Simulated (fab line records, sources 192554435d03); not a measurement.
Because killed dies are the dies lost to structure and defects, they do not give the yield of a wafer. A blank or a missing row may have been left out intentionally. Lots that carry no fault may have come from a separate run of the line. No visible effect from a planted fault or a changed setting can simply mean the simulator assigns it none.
Split-lot trial -- flow n5Finfet -- 7 lots, 39 wafers read, on a route of 1938 steps

## THE SPLIT
At N5_MOL_CONTACT_COAG_ETCHBACK_136 (etches SiO2 in CHF3, target depth 25 nm, time 16.7 s), the setting targetDepthA was moved away from the recipe's 250 angstrom on 18 of the 39 wafers read, by -7.4% to +10.3%. The other wafers ran this setting at the recipe's value.

## SPLIT TO READING: what lies between them in the file, 1 step
- N5_MOL_CONTACT_COAG_STRIP_120: strips in CHF3

## THE READING
etch.depthNm (the simulator's own value, which no gauge read), in nm, at N5_MOL_CONTACT_COAG_VIA_ETCH_117 (etches SiO2 in C4F6/O2, target depth 40 nm, overetch 8 nm, time 26 s). The file does not state a usual value for it. Here, 21 wafers ran the recipe; their average is 39.85 nm with a standard deviation of 0.34 nm.

wafer,"tool, chamber at the split","targetDepthA as run, angstrom",against the recipe,"etch.depthNm, nm",against lot-mates on the recipe
L074.1,"rieDiel-01, 1,3,1",236.6,-5.4%,41.06,+1.32
L074.2,"rieDiel-01, 1,3,1",236.6,-5.4%,41.49,+1.75
L074.3,"rieDiel-01, 0,2,2",250,recipe,39.49,-
L074.4,"rieDiel-01, 0,2,2",250,recipe,39.8,-
L074.5,"rieDiel-01, 0,2,2",250,recipe,39.93,-
L074.6,"rieDiel-01, 1,3,1",236.6,-5.4%,41.05,+1.31
L077.1,"rieDiel-03, 0,2,3",250,recipe,40.15,-
L077.2,"rieDiel-03, 0,2,3",250,recipe,39.4,-
L077.3,"rieDiel-03, 3,0,2",231.6,-7.4%,42.35,+2.31
L077.4,"rieDiel-03, 0,2,3",250,recipe,40.57,-
L077.5,"rieDiel-03, 3,0,2",231.6,-7.4%,42.21,+2.17
L077.6,"rieDiel-03, 3,0,2",231.6,-7.4%,41.22,+1.18
L084.1,"rieDiel-03, 3,0,3",250,recipe,40.31,-
L084.2,"rieDiel-03, 3,0,3",250,recipe,40.49,-
L084.3,"rieDiel-03, 1,2,2",275.8,+10.3%,36.85,-3.50
L084.4,"rieDiel-03, 1,2,2",275.8,+10.3%,37.12,-3.23
L084.5,"rieDiel-03, 1,2,2",275.8,+10.3%,37.27,-3.08
L084.6,"rieDiel-03, 3,0,3",250,recipe,40.26,-
L088.2,"rieDiel-03, 1,2,2",250,recipe,39.71,-
L088.3,"rieDiel-03, 1,2,2",250,recipe,39.75,-
L088.5,"rieDiel-03, 1,2,2",250,recipe,39.82,-
L092.1,"rieDiel-01, 2,3,3",274.7,+9.9%,37.81,-1.59
L092.2,"rieDiel-01, 0,1,0",250,recipe,39.43,-
L092.3,"rieDiel-01, 0,1,0",250,recipe,39.36,-
L092.4,"rieDiel-01, 2,3,3",274.7,+9.9%,37.83,-1.57
L092.5,"rieDiel-01, 2,3,3",274.7,+9.9%,37.73,-1.67
L092.6,"rieDiel-01, 0,1,0",250,recipe,39.42,-
L096.1,"rieDiel-04, 1,2,1",250,recipe,39.99,-
L096.5,"rieDiel-04, 1,2,1",250,recipe,39.99,-
L096.2,"rieDiel-04, 1,2,1",250,recipe,39.69,-
L096.3,"rieDiel-04, 0,0,2",239.4,-4.2%,40.96,+1.07
L096.4,"rieDiel-04, 0,0,2",239.4,-4.2%,41,+1.11
L096.6,"rieDiel-04, 0,0,2",239.4,-4.2%,40.79,+0.90
L097.1,"rieDiel-04, 0,2,1",275.6,+10.2%,37.66,-2.09
L097.2,"rieDiel-04, 1,2,0",250,recipe,39.84,-
L097.3,"rieDiel-04, 0,2,1",275.6,+10.2%,37.19,-2.56
L097.4,"rieDiel-04, 1,2,0",250,recipe,39.63,-
L097.5,"rieDiel-04, 0,2,1",275.6,+10.2%,37.36,-2.39
L097.6,"rieDiel-04, 1,2,0",250,recipe,39.79,-
If several chambers appear in one row, that row covers several wafers at once and the file leaves open which wafer was in which chamber.

FIT RESULTS
A straight line over all 39 wafers: etch.depthNm changes by -0.248 nm for each +1% of targetDepthA; r = -0.97; the points scatter about the line by 0.34 nm.
The same after taking each lot's own level away (the mean of its wafers on the recipe; 39 wafers): -0.245 nm for each +1%; r = -0.96; scatter 0.4 nm.
The reading moves by 2.5 nm for the largest change in targetDepthA, on that fit.
From 39.403 to 40.353 nm: that is the span of the lots' own levels, equal to 2.8 times the standard deviation above.
Hence the lot-to-lot level has little effect on the slope; both slopes agree.
Check: -2.38 nm against its lot-mates is what the line predicts for one of the wafers moved furthest among these (+10.3%) when that wafer is left out of the fit. Against them it came out at -3.5 nm.

## OTHER SPLITS ON THESE WAFERS
Before the reading, these wafers also passed through other splits. Each is held against what the fit with the lots' levels taken away leaves over:
other split on the same wafers,wafers away from the commonest value,r with etch.depthNm (lot level and that fit taken away)
N5_FIN_SAQP_SPACER1_ALD_24 aldCycles,9,+0.05

## THE WHOLE CHAIN: every reading that the file lists as answering this split, in the file's order
step,what it does,reading,change (the file's fit),r (the file's)
N5_MOL_CONTACT_COAG_VIA_ETCH_117,"etches SiO2 in C4F6/O2, target depth 40 nm, overetch 8 nm, time 26 s","MOL_CONTACT_COAG.featureDepthNm (the simulator's own value, which no gauge read)",-0.242 nm for each +1% of the setting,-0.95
N5_MOL_CONTACT_COAG_VIA_ETCH_117,"etches SiO2 in C4F6/O2, target depth 40 nm, overetch 8 nm, time 26 s","etch.depthNm (the simulator's own value, which no gauge read)",-0.244 nm for each +1% of the setting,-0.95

## FILE'S OWN FIT
etch.depthNm changes by -0.244 nm for each +1% of targetDepthA, r = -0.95.
